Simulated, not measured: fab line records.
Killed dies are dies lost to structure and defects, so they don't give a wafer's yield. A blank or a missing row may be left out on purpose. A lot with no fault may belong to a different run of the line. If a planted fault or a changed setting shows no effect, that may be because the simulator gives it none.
fab line records -- flow nand_harc
record: lots: 6, wafers: 18, last_day: 34
route steps=1302 shown A_STAIRCASE@733 END@1302
lots that met no fault: taken from a fault-free run of the same line
start_h: hours from the record's opening day to when the first of the lot's shown wafers began -- wait_h: hours from the lot's prior step to this one -- " as in the row above -- L1.1+2: one row covering several wafers at once -- - no value, or no start was given -- * or withheld: withheld -- < > ~ a bound
route shown NAME@n: a module of which the file shows steps, and the number in the route of the first -- usual: average and standard deviation across the fault-free wafers -- same: alike in all rows -- chamber/n: place in a boat -- sites: readings site by site -- _std_site: the standard deviation of these -- _edge_site: the outer-site mean with the inner-site mean subtracted -- radius_mm: how far each site lies from the wafer's centre -- mask NAME#n: copy n -- behind: the last tool/chamber to shape the wafer -- hold: cause of the lot's hold/its duration in hours/its outcome -- device: which transistor (n, p or np) failed to switch -- end of line: at the end of the route, the tests of the same wafers -- for a step that has no rows: nothing shown but its recipe -- killed: at the first sort, the dies lost to defects and structure; wafer yield is something else -- map: per-die view of a wafer (x killed, . not killed, _ where there is no die)
set.NAME: the setting as run; set.NAME@STEP: as run at that earlier step -- model.NAME: the simulator's own value behind a step, which no gauge read
a table for each step, a row for each wafer; lots at some steps of the route
services: when a tool's chamber went out of use (start_h, in hours from the record's first day, below 0 if earlier), for how many hours, and the reason
== steps ==
step: NHARC_A_STAIRCASE_DESCUM_219
recipe: time_s: 3, o2_flow_sccm: 200, ar_flow_sccm: 0, bias_power_w: 0, chemistry: O2
usual: drypump_motor_current_A: 5.63/0.29, oes_product_au: 1.001/0.0076, rf_vpp_V: 57.9/0.91, showerhead_plenum_p_Torr: 1.92/0.089, throttle_valve_pct: 11.311/0.0098
same: time_s: 3
lot.wafer,tool,chamber,start_h,wait_h,drypump_motor_current_A,oes_product_au,rf_hours_counter_h,rf_vpp_V,showerhead_plenum_p_Torr,throttle_valve_pct
L248.4,rie_diel-11,3,378.34,-,5.73,1.010,32,57.8,1.99,11.305
L248.3,rie_diel-11,1,378.34,-,5.70,1.005,29,55.8,1.85,11.310
L248.6,rie_diel-11,2,378.34,-,5.81,1.004,-,57.4,1.77,11.303
L249.2,rie_diel-04,0,398.87,-,5.59,1.011,9,58.9,1.99,11.311
L249.4,rie_diel-04,1,398.87,-,5.70,1.001,10,57.9,1.97,11.322
L249.6,rie_diel-04,0,398.87,-,5.60,1.005,-,57.6,1.99,11.303
L258.4,rie_diel-11,3,484.58,-,5.73,0.996,14,59.3,1.98,11.318
L258.3,rie_diel-11,2,484.58,-,5.78,0.989,11,58.7,2.07,11.301
L258.6,rie_diel-11,0,484.58,-,5.32,0.996,-,57.7,1.78,11.305
L260.2,rie_diel-04,1,505.50,-,5.68,1.001,48,58.4,1.96,11.313
L260.6,rie_diel-04,2,505.50,-,5.95,1.004,-,57.1,1.94,11.311
L260.5,rie_diel-04,3,505.50,-,4.97,0.998,-,58.3,1.87,11.300
L265.4,rie_diel-04,0,580.38,-,5.62,0.999,12,58.7,1.97,11.309
L265.3,rie_diel-04,1,580.38,-,5.70,0.999,13,56.8,1.95,11.327
L265.1,rie_diel-04,2,580.38,-,5.95,0.999,12,57.0,1.94,11.308
L268.4,rie_diel-02,1,598.70,-,5.79,0.994,7,57.6,2.02,11.307
L268.1,rie_diel-02,0,598.70,-,5.63,0.995,7,57.6,1.77,11.326
L268.5,rie_diel-02,2,598.70,-,6.02,0.993,-,56.9,1.83,11.319
step: NHARC_A_STAIRCASE_TRIM_220
recipe: time_s: 211.2, o2_flow_sccm: 500, ar_flow_sccm: 0, bias_w: 0, chemistry: O2
step: NHARC_A_STAIRCASE_ETCH_221
recipe: target_depth_a: 1000, time_s: 40.5, ion_energy_ev: 400, c4f8_flow_sccm: 20, o2_flow_sccm: 10, ar_flow_sccm: withheld, rf_w: 600, bias_w: 1000, chemistry: C4F8/O2
usual: oes_product_au: 0.942/0.013, rf_vpp_V: 896/5.8
same: time_s: 40.5
lot.wafer,tool,chamber,start_h,wait_h,oes_product_au,rf_hours_counter_h,rf_vpp_V
L248.4,rie_diel-11,2,-,-,0.943,30,887
L248.3,rie_diel-11,1,-,-,0.956,30,893
L248.6,rie_diel-11,3,-,-,0.940,-,901
L249.4,rie_diel-04,1,-,-,0.922,10,901
L249.2,rie_diel-04,2,-,-,0.912,11,898
L249.6,rie_diel-04,2,-,-,0.915,-,898
L258.4,rie_diel-11,0,-,-,0.956,17,887
L258.3,rie_diel-11,1,-,-,0.960,13,892
L258.6,rie_diel-11,2,-,-,0.944,-,906
L260.2,rie_diel-04,3,-,-,0.932,48,892
L260.5,rie_diel-04,1,-,-,0.946,-,901
L260.6,rie_diel-04,2,-,-,0.926,-,898
L265.1,rie_diel-04,3,-,-,0.947,11,892
L265.3,rie_diel-04,0,-,-,0.943,12,899
L265.4,rie_diel-04,1,-,-,0.920,13,899
L268.4,rie_diel-02,2,-,-,0.954,4,891
L268.1,rie_diel-02,3,-,-,0.956,7,897
L268.5,rie_diel-02,2,-,-,0.947,-,890
step: NHARC_A_STAIRCASE_TRIM_222
recipe: time_s: 211.2, o2_flow_sccm: 500, ar_flow_sccm: 0, bias_w: 0, chemistry: O2
usual: drypump_motor_current_A: 5.6/0.3, oes_product_au: 1.001/0.0067, rf_vpp_V: 57.7/0.82, run_length_s: 232.7/0.46, showerhead_plenum_p_Torr: 3.52/0.16, throttle_valve_pct: 17.037/0.0092
same: time_s: 211.2
lot.wafer,tool,chamber,start_h,wait_h,drypump_motor_current_A,oes_product_au,rf_hours_counter_h,rf_vpp_V,run_length_s,showerhead_plenum_p_Torr,throttle_valve_pct
L248.3,rie_diel-11,0,-,-,5.3,0.998,29,57.3,232.8,3.32,17.045
L248.4,rie_diel-11,1,-,-,5.8,1.015,30,57.8,231.9,3.42,17.031
L248.6,rie_diel-11,0,-,-,5.3,1.006,-,56.7,232.8,3.32,17.047
L249.2,rie_diel-04,1,-,-,5.7,1.007,10,57.6,232.3,3.63,17.051
L249.4,rie_diel-04,3,-,-,5.0,1.003,11,57.9,232.9,3.47,17.037
L249.6,rie_diel-04,1,-,-,5.7,1.007,-,58.4,232.1,3.63,17.029
L258.4,rie_diel-11,3,-,-,5.7,0.998,14,58.0,232.9,3.64,17.033
L258.3,rie_diel-11,2,-,-,5.8,1.005,11,58.7,233.6,3.80,17.034
L258.6,rie_diel-11,3,-,-,5.7,1.008,-,58.4,233.1,3.64,17.047
L260.2,rie_diel-04,2,-,-,6.0,0.988,50,58.0,232.5,3.58,17.031
L260.5,rie_diel-04,2,-,-,6.0,1.007,-,57.1,232.3,3.58,17.054
L260.6,rie_diel-04,3,-,-,5.0,1.005,-,57.8,233.3,3.45,17.045
L265.4,rie_diel-04,0,-,-,5.6,1.016,12,58.2,232.7,3.62,17.018
L265.1,rie_diel-04,1,-,-,5.8,0.994,13,59.1,232.4,3.59,17.047
L265.3,rie_diel-04,2,-,-,6.0,1.006,12,58.8,232.7,3.57,17.038
L268.1,rie_diel-02,1,-,-,5.8,0.999,7,58.5,232.2,3.71,17.051
L268.4,rie_diel-02,2,-,-,6.0,0.994,4,57.5,233.4,3.39,17.044
L268.5,rie_diel-02,0,-,-,5.6,0.995,-,57.1,232.6,3.28,17.048
step: NHARC_A_STAIRCASE_ETCH_223
recipe: target_depth_a: 1000, time_s: 40.5, ion_energy_ev: 400, c4f8_flow_sccm: 20, o2_flow_sccm: 10, ar_flow_sccm: withheld, rf_w: 600, bias_w: 1000, chemistry: C4F8/O2
step: NHARC_A_STAIRCASE_TRIM_224
recipe: time_s: 211.2, o2_flow_sccm: 500, ar_flow_sccm: 0, bias_w: 0, chemistry: O2
usual: drypump_motor_current_A: 5.63/0.29, oes_product_au: 1.002/0.0072, rf_vpp_V: 57.8/0.93, run_length_s: 232.7/0.48, showerhead_plenum_p_Torr: 3.53/0.15, throttle_valve_pct: 17.037/0.0084
same: time_s: 211.2
lot.wafer,tool,chamber,start_h,wait_h,drypump_motor_current_A,oes_product_au,rf_hours_counter_h,rf_vpp_V,run_length_s,showerhead_plenum_p_Torr,throttle_valve_pct
L248.3,rie_diel-11,3,-,-,5.72,1.015,32,59.3,233.2,3.67,17.029
L248.4,rie_diel-11,0,-,-,5.33,1.003,29,57.6,232.7,3.32,17.032
L248.6,rie_diel-11,3,-,-,5.73,1.017,-,59.5,233.7,3.66,17.044
L249.4,rie_diel-04,1,-,-,5.70,1.002,10,59.4,232.4,3.63,17.048
L249.2,rie_diel-04,0,-,-,5.60,0.993,10,58.0,232.5,3.65,17.049
L249.6,rie_diel-04,2,-,-,5.97,0.997,-,56.1,232.5,3.60,17.037
L258.4,rie_diel-11,1,-,-,5.77,1.000,13,58.9,232.1,3.40,17.026
L258.3,rie_diel-11,3,-,-,5.74,0.997,14,57.9,233.1,3.64,17.022
L258.6,rie_diel-11,1,-,-,5.74,1.003,-,58.3,232.0,3.40,17.026
L260.2,rie_diel-04,2,-,-,5.93,0.998,50,57.3,232.8,3.58,17.044
L260.5,rie_diel-04,0,-,-,5.61,1.007,-,57.4,232.0,3.63,17.036
L260.6,rie_diel-04,1,-,-,5.72,0.991,-,59.3,232.3,3.61,17.059
L265.1,rie_diel-04,2,-,-,5.95,0.995,12,56.8,232.7,3.57,17.024
L265.3,rie_diel-04,3,-,-,5.00,1.001,11,57.9,232.8,3.44,17.051
L265.4,rie_diel-04,0,-,-,5.60,1.002,12,58.4,232.5,3.62,17.038
L268.1,rie_diel-02,0,-,-,5.67,0.993,7,56.1,232.4,3.28,17.019
L268.4,rie_diel-02,1,-,-,5.79,1.001,7,58.8,232.7,3.72,17.026
L268.5,rie_diel-02,3,-,-,5.21,0.997,-,59.0,232.4,3.57,17.042
step: NHARC_A_STAIRCASE_ETCH_225
recipe: target_depth_a: 1000, time_s: 40.5, ion_energy_ev: 400, c4f8_flow_sccm: 20, o2_flow_sccm: 10, ar_flow_sccm: withheld, rf_w: 600, bias_w: 1000, chemistry: C4F8/O2
step: NHARC_A_STAIRCASE_TRIM_226
recipe: time_s: 211.2, o2_flow_sccm: 500, ar_flow_sccm: 0, bias_w: 0, chemistry: O2
step: NHARC_A_STAIRCASE_ETCH_227
recipe: target_depth_a: 1000, time_s: 40.5, ion_energy_ev: 400, c4f8_flow_sccm: 20, o2_flow_sccm: 10, ar_flow_sccm: withheld, rf_w: 600, bias_w: 1000, chemistry: C4F8/O2
usual: oes_product_au: 0.944/0.01, rf_vpp_V: 896/5.6
same: time_s: 40.5
lot.wafer,tool,chamber,start_h,wait_h,oes_product_au,rf_hours_counter_h,rf_vpp_V
L248.4,rie_diel-11,0,-,-,0.931,29,889
L248.3,rie_diel-11,1,-,-,0.952,30,893
L248.6,rie_diel-11,3,-,-,0.950,-,901
L249.2,rie_diel-04,1,-,-,0.936,11,898
L249.4,rie_diel-04,2,-,-,0.932,12,898
L249.6,rie_diel-04,2,-,-,0.923,-,899
L258.3,rie_diel-11,0,-,-,0.941,17,887
L258.4,rie_diel-11,2,-,-,0.937,12,906
L258.6,rie_diel-11,0,-,-,0.934,-,887
L260.2,rie_diel-04,2,-,-,0.945,50,897
L260.6,rie_diel-04,1,-,-,0.944,-,898
L260.5,rie_diel-04,2,-,-,0.961,-,897
L265.4,rie_diel-04,2,-,-,0.944,12,897
L265.3,rie_diel-04,3,-,-,0.955,11,893
L265.1,rie_diel-04,0,-,-,0.942,12,899
L268.4,rie_diel-02,2,-,-,0.953,4,891
L268.1,rie_diel-02,3,-,-,0.947,8,897
L268.5,rie_diel-02,2,-,-,0.949,-,891
step: NHARC_A_STAIRCASE_TRIM_229
recipe: time_s: 211.2, o2_flow_sccm: 500, ar_flow_sccm: 0, bias_w: 0, chemistry: O2
step: NHARC_A_STAIRCASE_ETCH_230
recipe: target_depth_a: 1000, time_s: 40.5, ion_energy_ev: 400, c4f8_flow_sccm: 20, o2_flow_sccm: 10, ar_flow_sccm: withheld, rf_w: 600, bias_w: 1000, chemistry: C4F8/O2
step: NHARC_A_STAIRCASE_TRIM_231
recipe: time_s: 211.2, o2_flow_sccm: 500, ar_flow_sccm: 0, bias_w: 0, chemistry: O2
usual: drypump_motor_current_A: 5.6/0.32, oes_product_au: 1.002/0.0081, rf_vpp_V: 57.8/0.93, run_length_s: 232.7/0.45, showerhead_plenum_p_Torr: 3.53/0.14, throttle_valve_pct: 17.037/0.0085
lot.wafer,tool,chamber,start_h,wait_h,drypump_motor_current_A,oes_product_au,rf_hours_counter_h,rf_vpp_V,run_length_s,showerhead_plenum_p_Torr,throttle_valve_pct
L248.4,rie_diel-11,3,379.75,-,5.7,1.011,33,57.2,233.0,3.66,17.037
L248.3,rie_diel-11,0,379.75,-,5.4,1.001,30,56.7,232.6,3.32,17.029
L248.6,rie_diel-11,2,379.75,-,5.8,1.008,-,57.4,233.2,3.28,17.042
L249.4,rie_diel-04,2,401.89,-,6.0,0.999,13,58.0,232.5,3.60,17.058
L249.2,rie_diel-04,3,401.89,-,5.0,1.009,12,56.3,233.2,3.47,17.040
L249.6,rie_diel-04,2,401.89,-,6.0,0.990,-,57.5,232.6,3.60,17.020
L258.3,rie_diel-04,0,485.96,-,5.6,0.996,41,58.0,245.8,3.63,17.043
L258.4,rie_diel-04,2,485.96,-,6.0,0.991,42,56.9,246.3,3.58,17.032
L258.6,rie_diel-04,0,485.96,-,5.6,0.997,-,57.2,245.2,3.63,17.034
L260.2,rie_diel-04,3,506.88,-,5.0,0.995,48,58.0,246.3,3.45,17.037
L260.6,rie_diel-04,2,506.88,-,6.0,0.989,-,58.3,245.5,3.58,17.045
L260.5,rie_diel-04,3,506.88,-,5.0,0.998,-,58.8,246.0,3.45,17.040
L265.3,rie_diel-04,3,581.76,-,5.0,1.009,12,58.9,233.0,3.43,17.044
L265.1,rie_diel-04,1,581.76,-,5.8,1.000,13,57.4,232.8,3.59,17.054
L265.4,rie_diel-04,2,581.76,-,6.0,0.993,12,57.2,232.4,3.57,17.032
L268.1,rie_diel-02,1,600.08,-,5.8,1.005,7,57.8,232.0,3.71,17.035
L268.4,rie_diel-02,3,600.08,-,5.2,1.015,8,56.6,232.0,3.57,17.051
L268.5,rie_diel-02,1,600.08,-,5.8,1.003,-,60.0,232.3,3.71,17.033
step: NHARC_A_STAIRCASE_ETCH_232
recipe: target_depth_a: 1000, time_s: 40.5, ion_energy_ev: 400, c4f8_flow_sccm: 20, o2_flow_sccm: 10, ar_flow_sccm: withheld, rf_w: 600, bias_w: 1000, chemistry: C4F8/O2
step: NHARC_END_SORT_01
recipe: temp_c: 25
usual: killed_at_array: 62/16, killed_at_other: 0.8/1.1, killed_at_periphery: 4/3.2, killed_dies: 67/16, killed_open: 3.5/1.9, killed_short: 2.1/1.5
same: gross_dies: 677
lot.wafer,tool,chamber,start_h,wait_h,killed_at_array,killed_at_other,killed_at_periphery,killed_dies,killed_open,killed_short
L248.3,prober-02,0,584.43,3.1,75,0,9,84,4,2
L248.4,prober-02,0,585.24,3.4,68,0,13,81,6,2
L248.6,prober-02,0,586.86,4.1,49,0,15,64,4,2
killed by level:class
L248.3 A_CHANNEL_HOLE_D2:chamber_film_flake=32 A_CHANNEL_HOLE_D1:chamber_film_flake=29 P_GATE:chamber_film_flake=5 A_CONTACT:chamber_film_flake=3 A_CHANNEL_FILL_D1:chamber_film_flake=3 A_CHANNEL_FILL_D2:geometric_particle:open=2 P_M1:chamber_film_flake=2 A_WL_FILL:chamber_film_flake=2
L248.4 A_CHANNEL_HOLE_D1:chamber_film_flake=31 A_CHANNEL_HOLE_D2:chamber_film_flake=25 P_STI:chamber_film_flake=7 P_GATE:chamber_film_flake=4 A_CONTACT:chamber_film_flake=3 A_CHANNEL_FILL_D2:geometric_particle:open=2 A_ONON_D1:geometric_particle:open=1 A_ONON_D2:geometric_particle:open=1
L248.6 A_CHANNEL_HOLE_D1:chamber_film_flake=25 A_CHANNEL_HOLE_D2:chamber_film_flake=17 P_GATE:chamber_film_flake=7 P_STI:chamber_film_flake=4 P_CONTACT:geometric_particle:open=3 A_STAIRCASE:chamber_film_flake=2 P_STI:geometric_particle:short=1 A_CHANNEL_FILL_D1:geometric_particle:short=1
== services ==
tool,chamber,start_h,hours,kind
rie_diel-04,-,354.90,9.0,pm
rie_diel-04,0,354.90,9.0,vent_cycle
rie_diel-04,1,354.90,9.0,vent_cycle
rie_diel-04,2,354.90,9.0,vent_cycle
rie_diel-04,3,354.90,9.0,vent_cycle
rie_diel-04,0,363.90,-,clean
rie_diel-04,0,363.90,-,consumable_replace:focus_ring
rie_diel-04,1,363.90,-,clean
rie_diel-04,2,363.90,-,clean
rie_diel-04,3,363.90,-,clean
rie_diel-04,0,388.48,-,clean
rie_diel-04,1,388.48,-,clean
rie_diel-04,2,388.48,-,clean
rie_diel-02,-,393.85,9.0,pm
rie_diel-11,-,435.05,9.0,pm
rie_diel-11,3,472.03,2.5,repair
rie_diel-11,2,475.80,1.7,repair
rie_diel-11,1,479.93,1.9,repair
rie_diel-11,2,499.34,4.3,repair
rie_diel-02,0,528.43,4.4,repair
rie_diel-04,-,531.90,9.0,pm
rie_diel-02,0,548.83,3.4,repair
rie_diel-02,-,573.09,9.0,pm
rie_diel-11,1,593.13,14.8,repair
== key ==
first_sign: step: NHARC_A_STAIRCASE_TRIM_231, reading: run_length_s, direction: up, sigmas: 29, usual: *, struck: *
effect none on later readings
met_at NHARC_A_STAIRCASE_TRIM_231
struck_wafers L258.3,L258.4,L258.6,L260.2,L260.5,L260.6
tester_left_out L258,L260
onset_between 401.89 485.96
fault: kind: process_parameter_drift, tool: rie_diel-04, chamber: -, onset_h: 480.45, steps: NHARC_A_STAIRCASE_TRIM_231, channel: time_s, offset: *, shape: step, end_h: 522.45, acts_in: *, stated: *
tester_left_out: of these lots the tester's yield and bins aren't shown, on N5 and GAA mostly nor the transistor test; their killed dies are dies lost to structure and defects alone, not to doping, threshold or leakage, so they don't give the yield
